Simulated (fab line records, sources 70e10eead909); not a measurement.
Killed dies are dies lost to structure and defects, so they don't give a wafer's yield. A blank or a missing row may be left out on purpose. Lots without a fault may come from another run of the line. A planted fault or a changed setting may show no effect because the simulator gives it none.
Which tool did it? | flow nand_harc | 7 lots, 19 wafers sampled, at 3 steps of a route of 1302

WHAT THE GAUGES READ, wafer by wafer
NHARC_A_ONON_D2_THK_MEAS_27: measures by ellipsometry.
lot  | measured     | on            | thk_nm (nm)
L966 | day 13 13:25 | film_metro-01 | 1003 1002 1004
L969 | day 14 12:08 | film_metro-02 | 1017 1018 1016
L971 | day 15 07:51 | film_metro-02 | 1018 1019 1020
L973 | day 16 03:47 | film_metro-01 | 986 985 986
L981 | day 19 16:58 | film_metro-02 | 1091 1092
L984 | day 21 05:02 | film_metro-02 | 1017 1112
L987 | day 22 16:28 | film_metro-01 | 989 987 988

WHICH TOOL RAN EACH LOT (tool, then ch and the chambers of the sampled wafers, then the start)
lot  | NHARC_A_DECK1_JOINT_DEP_16      | NHARC_A_ONON_D2_DEP_25
L966 | pecvd-02 ch 0,2, day 13 01:11   | pecvd_onon-02 ch 0, day 13 12:53
L969 | pecvd-04 ch 0,1,2, day 13 23:14 | pecvd_onon-02 ch 0, day 14 11:37
L971 | pecvd-04 ch 0,2, day 14 19:38   | pecvd_onon-02 ch 0, day 15 07:20
L973 | pecvd-02 ch 0,1, day 15 15:11   | pecvd_onon-03 ch 0, day 16 03:17
L981 | pecvd-04 ch 0,2, day 19 07:45   | pecvd_onon-03 ch 0, day 19 16:34
L984 | pecvd-02 ch 1,2, day 20 16:32   | pecvd_onon-03 ch 0, day 21 04:34
L987 | pecvd-04 ch 0,1,2, day 22 00:31 | pecvd_onon-02 ch 0, day 22 15:58
- NHARC_A_DECK1_JOINT_DEP_16: deposits SiO2, target thk 45 nm.
- NHARC_A_ONON_D2_DEP_25: target thk 1000 nm.

THE ANSWER, worked out from the rows above alone
Rule: what is usual is taken from the lots themselves. Put in order of their means at a reading, lots are off if they are a third of the lots or fewer, leave a main group of 4 or more, and stand apart from it by a gap of 3 or more times the standard deviation of the main group's means; of several such gaps the widest counts. A main group whose means are all the same, to the digits that the tables above print for the reading, isn't used. A lot without any number at a reading at which 4 lots or more have one is off too. The other lots that the step has rows for count as sound.
Off: L981, L984, at NHARC_A_ONON_D2_THK_MEAS_27 (thk_nm). The main group: mean 1003 nm, standard deviation 14.
A tool fits if, at a process step before that reading, it ran every lot that is off, and no sound lot after the first of them. The gauges at NHARC_A_ONON_D2_THK_MEAS_27 are tried like those tools. Can't be told from this: 2 tools fit, pecvd_onon-03 at NHARC_A_ONON_D2_DEP_25, film_metro-02 at NHARC_A_ONON_D2_THK_MEAS_27.

WHAT THE SIMULATOR HAD PUT IN
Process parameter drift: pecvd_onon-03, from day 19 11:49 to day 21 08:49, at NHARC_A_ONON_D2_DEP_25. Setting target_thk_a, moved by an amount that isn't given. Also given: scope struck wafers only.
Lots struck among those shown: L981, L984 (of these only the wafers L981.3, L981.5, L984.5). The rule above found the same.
